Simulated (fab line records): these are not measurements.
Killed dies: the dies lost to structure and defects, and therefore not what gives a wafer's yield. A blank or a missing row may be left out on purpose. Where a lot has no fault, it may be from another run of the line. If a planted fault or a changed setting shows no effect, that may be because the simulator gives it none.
Which of the tools did it? + flow nand harc + Sampling: 24 lots, 72 wafers, 6 of 1302 route steps

## WHAT EACH GAUGE READ, for each wafer
The record lacks any reading of a measuring or inspecting step that a usual standard deviation could be used to judge.

## WHAT TOOL EACH LOT RAN ON (gives the tool, then ch and the chambers of the sampled wafers, and finally the start)
| lot  | NHARC_A_STAIRCASE_TRIM_193                    | NHARC_A_STAIRCASE_TRIM_196         | NHARC_A_STAIRCASE_ETCH_234                    | NHARC_A_STAIRCASE_TRIM_235                    | NHARC_A_STAIRCASE_ETCH_236                    | NHARC_A_STAIRCASE_STRIP_238          |
|------|-----------------------------------------------|------------------------------------|-----------------------------------------------|-----------------------------------------------|-----------------------------------------------|--------------------------------------|
| L074 | rie diel-02 ch 0,1,3, day 16 05:26 or earlier | rie diel-02 ch 0,1, day 16 05:26   | rie diel-01 ch 1,2, day 16 11:39 or earlier   | rie diel-01 ch 0,1,3, day 16 11:39 or earlier | rie diel-01 ch 1,2,3, day 16 11:39 or earlier | plasma asher-01 ch 0,1, day 16 11:39 |
| L075 | rie diel-01 ch 2,3, day 16 09:14 or earlier   | rie diel-10 ch 1,2,3, day 16 09:14 | rie diel-10 ch 2,3, day 16 14:25 or earlier   | rie diel-10 ch 1,2, day 16 14:25 or earlier   | rie diel-10 ch 1,2,3, day 16 14:25 or earlier | plasma asher-02 ch 0,1, day 16 14:25 |
| L076 | rie diel-02 ch 0,1,3, day 17 01:34 or earlier | rie diel-02 ch 0,1,3, day 17 01:34 | rie diel-10 ch 0,1, day 17 07:01 or earlier   | rie diel-10 ch 0,1, day 17 07:01 or earlier   | rie diel-10 ch 0,1, day 17 07:01 or earlier   | plasma asher-01 ch 0,1, day 17 07:01 |
| L078 | rie diel-01 ch 0,3, day 17 11:25 or earlier   | rie diel-01 ch 1,2,3, day 17 11:25 | rie diel-10 ch 0,1,3, day 17 16:53 or earlier | rie diel-10 ch 0,1, day 17 16:53 or earlier   | rie diel-10 ch 0,1, day 17 16:53 or earlier   | plasma asher-01 ch 0,1, day 17 16:53 |
| L077 | rie diel-10 ch 0,1,3, day 17 12:34 or earlier | rie diel-01 ch 0,1,3, day 17 12:34 | rie diel-10 ch 0,1,2, day 17 18:00 or earlier | rie diel-10 ch 0,1,2, day 17 18:00 or earlier | rie diel-10 ch 1,2,3, day 17 18:00 or earlier | plasma asher-01 ch 0,1, day 17 18:00 |
| L079 | rie diel-10 ch 0,1,3, day 18 08:35 or earlier | rie diel-10 ch 1,2,3, day 18 08:35 | rie diel-01 ch 0,1,3, day 18 13:59 or earlier | rie diel-01 ch 0,1,3, day 18 13:59 or earlier | rie diel-01 ch 0,2,3, day 18 13:59 or earlier | plasma asher-02 ch 0,1, day 18 13:59 |
| L080 | rie diel-01 ch 0,2,3, day 18 11:58 or earlier | rie diel-02 ch 0,2,3, day 18 11:58 | rie diel-02 ch 0,1,3, day 18 16:46 or earlier | rie diel-02 ch 0,1,2, day 18 16:46 or earlier | rie diel-02 ch 0,2,3, day 18 16:46 or earlier | plasma asher-02 ch 0,1, day 18 16:46 |
| L081 | rie diel-02 ch 0,1,2, day 18 22:31 or earlier | rie diel-02 ch 2,3, day 18 22:31   | rie diel-01 ch 0,1,3, day 19 03:52 or earlier | rie diel-01 ch 2,3, day 19 03:52 or earlier   | rie diel-01 ch 1,2, day 19 03:52 or earlier   | plasma asher-02 ch 0,1, day 19 03:52 |
| L083 | rie diel-10 ch 0,2,3, day 19 12:26 or earlier | rie diel-01 ch 0,1,3, day 19 12:26 | rie diel-10 ch 0,1, day 19 17:10 or earlier   | rie diel-10 ch 0,1,2, day 19 17:10 or earlier | rie diel-10 ch 0,1, day 19 17:10 or earlier   | plasma asher-02 ch 0,1, day 19 17:10 |
| L082 | rie diel-10 ch 0,1,2, day 19 16:19 or earlier | rie diel-02 ch 1,2, day 19 16:19   | rie diel-01 ch 1,2,3, day 19 21:33 or earlier | rie diel-01 ch 0,1,3, day 19 21:33 or earlier | rie diel-01 ch 0,3, day 19 21:33 or earlier   | plasma asher-01 ch 0,1, day 19 21:33 |
| L084 | rie diel-01 ch 0,3, day 20 07:42 or earlier   | rie diel-02 ch 0,2,3, day 20 07:42 | rie diel-02 ch 0,1,3, day 20 14:22 or earlier | rie diel-02 ch 0,1,2, day 20 14:22 or earlier | rie diel-02 ch 0,2, day 20 14:22 or earlier   | plasma asher-02 ch 0, day 20 14:22   |
| L085 | rie diel-02 ch 1,2, day 20 17:01 or earlier   | rie diel-02 ch 0,1,2, day 20 17:01 | rie diel-01 ch 0,3, day 20 21:54 or earlier   | rie diel-01 ch 0,2,3, day 20 21:54 or earlier | rie diel-01 ch 2,3, day 20 21:54 or earlier   | plasma asher-01 ch 0,1, day 20 21:54 |
| L086 | rie diel-02 ch 0,1,3, day 21 02:32 or earlier | rie diel-02 ch 1,2, day 21 02:32   | rie diel-10 ch 0,3, day 21 07:22 or earlier   | rie diel-10 ch 1,2,3, day 21 07:22 or earlier | rie diel-10 ch 1,3, day 21 07:22 or earlier   | plasma asher-01 ch 0,1, day 21 07:22 |
| L087 | rie diel-10 ch 0,2, day 21 03:02 or earlier   | rie diel-10 ch 0,1,2, day 21 03:02 | rie diel-02 ch 0,1, day 21 07:49 or earlier   | rie diel-02 ch 0,3, day 21 07:49 or earlier   | rie diel-02 ch 1,2, day 21 07:49 or earlier   | plasma asher-01 ch 0,1, day 21 07:49 |
| L089 | rie diel-10 ch 1,2,3, day 21 23:32 or earlier | rie diel-02 ch 0,2,3, day 21 23:32 | rie diel-01 ch 1,2, day 22 04:23 or earlier   | rie diel-01 ch 0,2,3, day 22 04:23 or earlier | rie diel-01 ch 0,1,2, day 22 04:23 or earlier | plasma asher-02 ch 0,1, day 22 04:23 |
| L088 | rie diel-01 ch 0,2,3, day 22 01:31 or earlier | rie diel-02 ch 0,2,3, day 22 01:31 | rie diel-01 ch 1,2,3, day 22 06:21 or earlier | rie diel-01 ch 1,3, day 22 06:21 or earlier   | rie diel-01 ch 0,1,2, day 22 06:21 or earlier | plasma asher-02 ch 1, day 22 06:21   |
| L091 | rie diel-02 ch 1,2,3, day 22 22:44 or earlier | rie diel-02 ch 1,2,3, day 22 22:44 | rie diel-02 ch 1,2,3, day 23 03:47 or earlier | rie diel-02 ch 0,1, day 23 03:47 or earlier   | rie diel-02 ch 2,3, day 23 03:47 or earlier   | plasma asher-02 ch 0,1, day 23 03:47 |
| L090 | rie diel-10 ch 0,2, day 22 23:29 or earlier   | rie diel-10 ch 1,2,3, day 22 23:29 | rie diel-02 ch 1,2,3, day 23 04:45 or earlier | rie diel-02 ch 1,3, day 23 04:45 or earlier   | rie diel-02 ch 0,1,2, day 23 04:45 or earlier | plasma asher-01 ch 0,1, day 23 04:45 |
| L092 | rie diel-10 ch 0,1,2, day 23 14:17 or earlier | rie diel-10 ch 0,1, day 23 14:17   | rie diel-02 ch 0,1,2, day 23 20:27 or earlier | rie diel-02 ch 2,3, day 23 20:27 or earlier   | rie diel-02 ch 0,1, day 23 20:27 or earlier   | plasma asher-01 ch 0,1, day 23 20:27 |
| L093 | rie diel-02 ch 0,2, day 23 14:22 or earlier   | rie diel-02 ch 0,2, day 23 14:22   | rie diel-01 ch 0,1,2, day 23 21:23 or earlier | rie diel-01 ch 0,1,3, day 23 21:23 or earlier | rie diel-01 ch 0,1,2, day 23 21:23 or earlier | plasma asher-02 ch 0,1, day 23 21:23 |
| L095 | rie diel-10 ch 0,1,2, day 24 17:58 or earlier | rie diel-10 ch 0,2,3, day 24 17:58 | rie diel-10 ch 0,2,3, day 25 00:34 or earlier | rie diel-10 ch 0,1,2, day 25 00:34 or earlier | rie diel-10 ch 1,2,3, day 25 00:34 or earlier | plasma asher-01 ch 0,1, day 25 00:34 |
| L094 | rie diel-10 ch 0,2,3, day 24 18:51 or earlier | rie diel-10 ch 1,2, day 24 18:51   | rie diel-01 ch 0,3, day 25 00:09 or earlier   | rie diel-01 ch 0,1,2, day 25 00:09 or earlier | rie diel-01 ch 1,2,3, day 25 00:09 or earlier | plasma asher-01 ch 0,1, day 25 00:09 |
| L097 | rie diel-10 ch 0,1,3, day 25 05:30 or earlier | rie diel-10 ch 0,3, day 25 05:30   | rie diel-02 ch 0,3, day 25 10:57 or earlier   | rie diel-02 ch 0,1,2, day 25 10:57 or earlier | rie diel-02 ch 0,1, day 25 10:57 or earlier   | plasma asher-02 ch 0,1, day 25 10:57 |
| L096 | rie diel-01 ch 2,3, day 25 05:41 or earlier   | rie diel-02 ch 1,2,3, day 25 05:41 | rie diel-02 ch 0,1,3, day 25 10:34 or earlier | rie diel-02 ch 0,1,3, day 25 10:34 or earlier | rie diel-02 ch 1,2,3, day 25 10:34 or earlier | plasma asher-01 ch 1, day 25 10:34   |
- NHARC_A_STAIRCASE_TRIM_193: chemistry O2, time 211.2 s.
- NHARC_A_STAIRCASE_TRIM_196: chemistry O2, time 211.2 s.
- NHARC_A_STAIRCASE_ETCH_234: etches the open film in C4F8/O2, target depth 100 nm, time 40.5 s.
- NHARC_A_STAIRCASE_TRIM_235: chemistry O2, time 211.2 s.
- NHARC_A_STAIRCASE_ETCH_236: etches the open film in C4F8/O2, target depth 100 nm, time 40.5 s.
- NHARC_A_STAIRCASE_STRIP_238: strips in O2.

## WHAT THE TOOLS THEMSELVES READ (means of the sampled wafers that have a number; where no wafer has one, the mark that the record gives instead)
NHARC_A_STAIRCASE_TRIM_193.
| lot  | tool        | drypump motor current A (A) | oes product au (a.u.) | rf vpp V (V) | showerhead plenum p Torr (Torr) | throttle valve pct (%) |
|------|-------------|-----------------------------|-----------------------|--------------|---------------------------------|------------------------|
| L074 | rie diel-02 | 6.0                         | 0.996                 | 58.8         | 3.59                            | 17.036                 |
| L075 | rie diel-01 | 5.8                         | 0.999                 | 58.7         | 3.77                            | 17.032                 |
| L076 | rie diel-02 | 6.0                         | 0.999                 | 57.8         | 3.59                            | 17.031                 |
| L078 | rie diel-01 | 5.1                         | 1.006                 | 57.8         | 3.60                            | 17.034                 |
| L077 | rie diel-10 | 5.7                         | 1.010                 | 58.5         | 3.65                            | 17.042                 |
| L079 | rie diel-10 | 5.7                         | 1.011                 | 57.5         | 3.65                            | 17.027                 |
| L080 | rie diel-01 | 5.4                         | 1.006                 | 57.9         | 3.68                            | 17.049                 |
| L081 | rie diel-02 | 6.2                         | 1.011                 | 57.1         | 3.43                            | 17.041                 |
| L083 | rie diel-10 | 5.6                         | 1.006                 | 58.1         | 3.74                            | 17.040                 |
| L082 | rie diel-10 | 5.5                         | 1.023                 | 58.7         | 3.71                            | 17.035                 |
| L084 | rie diel-01 | 5.4                         | 1.017                 | 57.6         | 3.67                            | 17.030                 |
| L085 | rie diel-02 | 6.1                         | 1.013                 | 57.0         | 3.40                            | 17.031                 |
| L086 | rie diel-02 | 6.0                         | 1.004                 | 57.5         | 3.57                            | 17.028                 |
| L087 | rie diel-10 | 5.4                         | 1.013                 | 58.3         | 3.79                            | 17.042                 |
| L089 | rie diel-10 | 5.7                         | 1.007                 | 57.9         | 3.65                            | 17.041                 |
| L088 | rie diel-01 | 5.4                         | 1.003                 | 57.8         | 3.66                            | 17.037                 |
| L091 | rie diel-02 | 6.0                         | 1.006                 | 58.3         | 3.53                            | 17.028                 |
| L090 | rie diel-10 | 5.4                         | 1.009                 | 58.0         | 3.78                            | 17.030                 |
| L092 | rie diel-10 | 5.5                         | 1.020                 | 58.0         | 3.69                            | 17.035                 |
| L093 | rie diel-02 | 6.1                         | 1.010                 | 57.3         | 3.35                            | 17.034                 |
| L095 | rie diel-10 | 5.5                         | 1.017                 | 58.3         | 3.69                            | 17.038                 |
| L094 | rie diel-10 | 5.6                         | 1.005                 | 58.1         | 3.71                            | 17.028                 |
| L097 | rie diel-10 | 5.8                         | 1.012                 | 57.9         | 3.63                            | 17.038                 |
| L096 | rie diel-01 | 5.7                         | 0.993                 | 58.1         | 3.72                            | 17.036                 |

NHARC_A_STAIRCASE_TRIM_196.
| lot  | tool        | drypump motor current A (A) | oes product au (a.u.) | rf vpp V (V) | showerhead plenum p Torr (Torr) | throttle valve pct (%) |
|------|-------------|-----------------------------|-----------------------|--------------|---------------------------------|------------------------|
| L074 | rie diel-02 | 6.2                         | 1.003                 | 58.0         | 3.51                            | 17.034                 |
| L075 | rie diel-10 | 5.7                         | 1.014                 | 58.6         | 3.50                            | 17.039                 |
| L076 | rie diel-02 | 6.0                         | 0.998                 | 57.0         | 3.59                            | 17.035                 |
| L078 | rie diel-01 | 5.9                         | 1.009                 | 58.3         | 3.67                            | 17.039                 |
| L077 | rie diel-01 | 5.5                         | 1.009                 | 57.8         | 3.59                            | 17.032                 |
| L079 | rie diel-10 | 5.7                         | 0.999                 | 57.6         | 3.48                            | 17.033                 |
| L080 | rie diel-02 | 5.9                         | 0.995                 | 58.1         | 3.51                            | 17.039                 |
| L081 | rie diel-02 | 5.9                         | 0.996                 | 57.6         | 3.48                            | 17.038                 |
| L083 | rie diel-01 | 5.5                         | 1.011                 | 58.2         | 3.58                            | 17.034                 |
| L082 | rie diel-02 | 6.2                         | 1.008                 | 56.8         | 3.46                            | 17.038                 |
| L084 | rie diel-02 | 5.9                         | 1.002                 | 57.9         | 3.51                            | 17.046                 |
| L085 | rie diel-02 | 6.2                         | 1.015                 | 57.8         | 3.43                            | 17.043                 |
| L086 | rie diel-02 | 6.2                         | 1.013                 | 58.0         | 3.46                            | 17.036                 |
| L087 | rie diel-10 | 5.6                         | 1.010                 | 58.5         | 3.70                            | 17.041                 |
| L089 | rie diel-02 | 5.9                         | 0.992                 | 58.0         | 3.50                            | 17.047                 |
| L088 | rie diel-02 | 5.9                         | 1.003                 | 58.4         | 3.50                            | 17.042                 |
| L091 | rie diel-02 | 5.9                         | 1.007                 | 58.2         | 3.53                            | 17.035                 |
| L090 | rie diel-10 | 5.7                         | 1.018                 | 58.2         | 3.65                            | 17.037                 |
| L092 | rie diel-10 | 5.6                         | 1.018                 | 57.7         | 3.60                            | 17.031                 |
| L093 | rie diel-02 | 6.1                         | 1.014                 | 57.8         | 3.38                            | 17.049                 |
| L095 | rie diel-10 | 5.6                         | 1.006                 | 58.3         | 3.71                            | 17.057                 |
| L094 | rie diel-10 | 5.6                         | 1.021                 | 58.1         | 3.61                            | 17.033                 |
| L097 | rie diel-10 | 5.8                         | 1.008                 | 57.7         | 3.66                            | 17.037                 |
| L096 | rie diel-02 | 6.0                         | 1.015                 | 57.2         | 3.52                            | 17.035                 |

NHARC_A_STAIRCASE_ETCH_234.
| lot  | tool        | oes product au (a.u.) | rf fwd power W (W) | rf vpp V (V) |
|------|-------------|-----------------------|--------------------|--------------|
| L074 | rie diel-01 | 0.950                 | 590                | 898          |
| L075 | rie diel-10 | 0.954                 | 592                | 892          |
| L076 | rie diel-10 | 0.970                 | 592                | 902          |
| L078 | rie diel-10 | 0.952                 | 593                | 901          |
| L077 | rie diel-10 | 0.951                 | 595                | 896          |
| L079 | rie diel-01 | 0.952                 | 593                | 898          |
| L080 | rie diel-02 | 0.948                 | 589                | 899          |
| L081 | rie diel-01 | 0.963                 | 590                | 898          |
| L083 | rie diel-10 | 0.961                 | 593                | 899          |
| L082 | rie diel-01 | 0.944                 | 591                | 900          |
| L084 | rie diel-02 | 0.951                 | 591                | 898          |
| L085 | rie diel-01 | 0.939                 | 589                | 902          |
| L086 | rie diel-10 | 0.941                 | 590                | 903          |
| L087 | rie diel-02 | 0.958                 | 589                | 894          |
| L089 | rie diel-01 | 0.936                 | 591                | 897          |
| L088 | rie diel-01 | 0.948                 | 590                | 900          |
| L091 | rie diel-02 | 0.944                 | 592                | 895          |
| L090 | rie diel-02 | 0.948                 | 591                | 896          |
| L092 | rie diel-02 | 0.969                 | 589                | 891          |
| L093 | rie diel-01 | 0.946                 | 593                | 897          |
| L095 | rie diel-10 | 0.941                 | 593                | 903          |
| L094 | rie diel-01 | 0.940                 | 591                | 897          |
| L097 | rie diel-02 | 0.952                 | 589                | 896          |
| L096 | rie diel-02 | 0.942                 | 591                | 897          |

NHARC_A_STAIRCASE_TRIM_235.
| lot  | tool        | drypump motor current A (A) | oes product au (a.u.) | rf vpp V (V) | showerhead plenum p Torr (Torr) | throttle valve pct (%) |
|------|-------------|-----------------------------|-----------------------|--------------|---------------------------------|------------------------|
| L074 | rie diel-01 | 5.5                         | 1.016                 | 57.4         | 3.59                            | 17.040                 |
| L075 | rie diel-10 | 5.5                         | 1.007                 | 57.0         | 3.38                            | 17.044                 |
| L076 | rie diel-10 | 5.7                         | 1.018                 | 58.8         | 3.63                            | 17.033                 |
| L078 | rie diel-10 | 5.7                         | 1.015                 | 57.8         | 3.62                            | 17.037                 |
| L077 | rie diel-10 | 5.6                         | 1.012                 | 58.3         | 3.53                            | 17.023                 |
| L079 | rie diel-01 | 5.5                         | 1.000                 | 57.6         | 3.58                            | 17.035                 |
| L080 | rie diel-02 | 6.2                         | 1.006                 | 57.4         | 3.43                            | 17.024                 |
| L081 | rie diel-01 | 5.8                         | 0.991                 | 58.4         | 3.76                            | 17.037                 |
| L083 | rie diel-10 | 5.6                         | 1.008                 | 58.4         | 3.71                            | 17.031                 |
| L082 | rie diel-01 | 5.5                         | 1.021                 | 57.5         | 3.57                            | 17.039                 |
| L084 | rie diel-02 | 6.1                         | 1.014                 | 56.8         | 3.43                            | 17.040                 |
| L085 | rie diel-01 | 5.5                         | 1.008                 | 58.6         | 3.67                            | 17.050                 |
| L086 | rie diel-10 | 5.7                         | 1.008                 | 58.3         | 3.65                            | 17.028                 |
| L087 | rie diel-02 | 5.7                         | 0.990                 | 59.5         | 3.65                            | 17.039                 |
| L089 | rie diel-01 | 5.4                         | 1.003                 | 58.6         | 3.66                            | 17.036                 |
| L088 | rie diel-01 | 6.0                         | 1.006                 | 58.3         | 3.55                            | 17.040                 |
| L091 | rie diel-02 | 6.2                         | 1.021                 | 58.2         | 3.45                            | 17.038                 |
| L090 | rie diel-02 | 5.8                         | 0.996                 | 57.4         | 3.67                            | 17.043                 |
| L092 | rie diel-02 | 5.9                         | 1.004                 | 57.1         | 3.46                            | 17.031                 |
| L093 | rie diel-01 | 5.5                         | 1.008                 | 57.5         | 3.56                            | 17.034                 |
| L095 | rie diel-10 | 5.6                         | 1.014                 | 57.3         | 3.68                            | 17.033                 |
| L094 | rie diel-01 | 5.6                         | 1.004                 | 58.3         | 3.56                            | 17.039                 |
| L097 | rie diel-02 | 6.2                         | 1.016                 | 57.9         | 3.41                            | 17.046                 |
| L096 | rie diel-02 | 5.9                         | 1.002                 | 57.4         | 3.56                            | 17.037                 |

NHARC_A_STAIRCASE_ETCH_236.
| lot  | tool        | oes product au (a.u.) | rf fwd power W (W) | rf vpp V (V) |
|------|-------------|-----------------------|--------------------|--------------|
| L074 | rie diel-01 | 0.959                 | 591                | 901          |
| L075 | rie diel-10 | 0.964                 | 594                | 895          |
| L076 | rie diel-10 | 0.951                 | 594                | 899          |
| L078 | rie diel-10 | 0.960                 | 592                | 903          |
| L077 | rie diel-10 | 0.948                 | 593                | 894          |
| L079 | rie diel-01 | 0.949                 | 592                | 901          |
| L080 | rie diel-02 | 0.952                 | 588                | 895          |
| L081 | rie diel-01 | 0.950                 | 591                | 898          |
| L083 | rie diel-10 | 0.965                 | 597                | 899          |
| L082 | rie diel-01 | 0.952                 | 590                | 900          |
| L084 | rie diel-02 | 0.953                 | 587                | 891          |
| L085 | rie diel-01 | 0.941                 | 595                | 905          |
| L086 | rie diel-10 | 0.955                 | 593                | 897          |
| L087 | rie diel-02 | 0.950                 | 592                | 894          |
| L089 | rie diel-01 | 0.954                 | 594                | 897          |
| L088 | rie diel-01 | 0.945                 | 592                | 898          |
| L091 | rie diel-02 | 0.927                 | 591                | 899          |
| L090 | rie diel-02 | 0.941                 | 591                | 892          |
| L092 | rie diel-02 | 0.971                 | 589                | 893          |
| L093 | rie diel-01 | 0.955                 | 593                | 898          |
| L095 | rie diel-10 | 0.944                 | 594                | 900          |
| L094 | rie diel-01 | 0.931                 | 590                | 899          |
| L097 | rie diel-02 | 0.953                 | 588                | 893          |
| L096 | rie diel-02 | 0.945                 | 590                | 895          |

NHARC_A_STAIRCASE_STRIP_238.
| lot  | tool            | drypump motor current A (A) | heater power w (W) |
|------|-----------------|-----------------------------|--------------------|
| L074 | plasma asher-01 | 4.9                         | 320                |
| L075 | plasma asher-02 | 6.3                         | 309                |
| L076 | plasma asher-01 | 5.1                         | 305                |
| L078 | plasma asher-01 | 4.9                         | 322                |
| L077 | plasma asher-01 | 5.1                         | 308                |
| L079 | plasma asher-02 | 6.3                         | 302                |
| L080 | plasma asher-02 | 6.3                         | 311                |
| L081 | plasma asher-02 | 6.3                         | 288                |
| L083 | plasma asher-02 | 6.3                         | 281                |
| L082 | plasma asher-01 | 4.9                         | 318                |
| L084 | plasma asher-02 | 6.2                         | 305                |
| L085 | plasma asher-01 | 5.1                         | 309                |
| L086 | plasma asher-01 | 4.9                         | 317                |
| L087 | plasma asher-01 | 5.1                         | 307                |
| L089 | plasma asher-02 | 6.3                         | 292                |
| L088 | plasma asher-02 | 6.4                         | 273                |
| L091 | plasma asher-02 | 6.3                         | 286                |
| L090 | plasma asher-01 | 5.1                         | 309                |
| L092 | plasma asher-01 | 4.9                         | 330                |
| L093 | plasma asher-02 | 6.3                         | 289                |
| L095 | plasma asher-01 | 4.9                         | 340                |
| L094 | plasma asher-01 | 4.9                         | 336                |
| L097 | plasma asher-02 | 6.3                         | 283                |
| L096 | plasma asher-01 | 4.7                         | 359                |

## THE ANSWER, worked out from the rows above alone
Rule: the usual values come from the lots themselves. The widest of any qualifying gaps counts: lots, ordered by their means at a reading, are off when they make up no more than a third of the lots, leave a main group of 4 or more, and stand apart from it by 3 or more times the standard deviation of that group's means. The tables above print the reading to a certain number of digits; a main group whose means all agree to those digits is not used. A lot without any number at a reading at which 4 lots or more have one is off too. The other lots that the step has rows for count as sound. Order of review: gauges by route order, followed by the tools' own readings, for which a lot's mean as printed above is used. At the first step where some lot is off, the reading lying furthest off is the one used; lots without a number count as furthest.
No lot is off at any reading shown: from this, nothing can be told.

## WHAT THE SIMULATOR HAD INSERTED
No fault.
